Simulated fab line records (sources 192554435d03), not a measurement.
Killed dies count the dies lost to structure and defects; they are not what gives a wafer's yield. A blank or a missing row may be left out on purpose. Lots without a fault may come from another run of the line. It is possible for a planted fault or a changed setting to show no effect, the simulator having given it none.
The tool behind it: which one? + flow n5Finfet + 12 lots (36 wafers sampled), 1 step of a 1938-step route

WHAT EACH GAUGE READ, for each wafer
N5_BEOL_M2_RS_MEAS_58: measures by four-point-probe.
| lot  | measured     | on           | M2_RS (ohm/sq)    |
|------|--------------|--------------|-------------------|
| L075 | day 7 02:57  | filmMetro-01 | 0.673 0.665 0.691 |
| L077 | day 7 16:08  | filmMetro-01 | 0.638 0.617 0.628 |
| L079 | day 8 03:41  | filmMetro-01 | 0.650 0.660 0.631 |
| L081 | day 8 20:46  | filmMetro-02 | 0.722 0.676 0.711 |
| L083 | day 9 05:37  | filmMetro-01 | 0.648 0.645 0.627 |
| L085 | day 9 21:19  | filmMetro-01 | 0.755 0.719 0.718 |
| L087 | day 10 04:43 | filmMetro-02 | 0.669 0.692 0.705 |
| L088 | day 10 20:46 | filmMetro-01 | 0.675 0.654 0.648 |
| L093 | day 11 15:43 | filmMetro-02 | 0.678 0.685 0.698 |
| L092 | day 11 20:47 | filmMetro-01 | 0.631 0.651 0.663 |
| L095 | day 12 02:17 | filmMetro-02 | 0.669 0.667 0.666 |
| L097 | day 13 14:29 | filmMetro-02 | 0.664 0.653 0.677 |

TOOL THAT RAN EACH LOT (tool first, then ch and the chambers of the sampled wafers, then the start)
There is no process step in the record ahead of these readings.

THE ANSWER, worked out from the rows above alone
Rule: what is usual is taken from the lots themselves. Put in order of their means at a reading, lots are off if they are a third of the lots or fewer, leave a main group of 4 or more, and stand apart from it by a gap of 3 or more times the standard deviation of the main group's means; of several such gaps the widest counts. If all means in a main group match to the digits the tables above print for the reading, that group is not used. A lot without any number at a reading at which 4 lots or more have one is off too. The other lots that the step has rows for count as sound.
Across all readings shown, no lot is off: no conclusion can be drawn from this.

WHAT WAS PUT IN BY THE SIMULATOR
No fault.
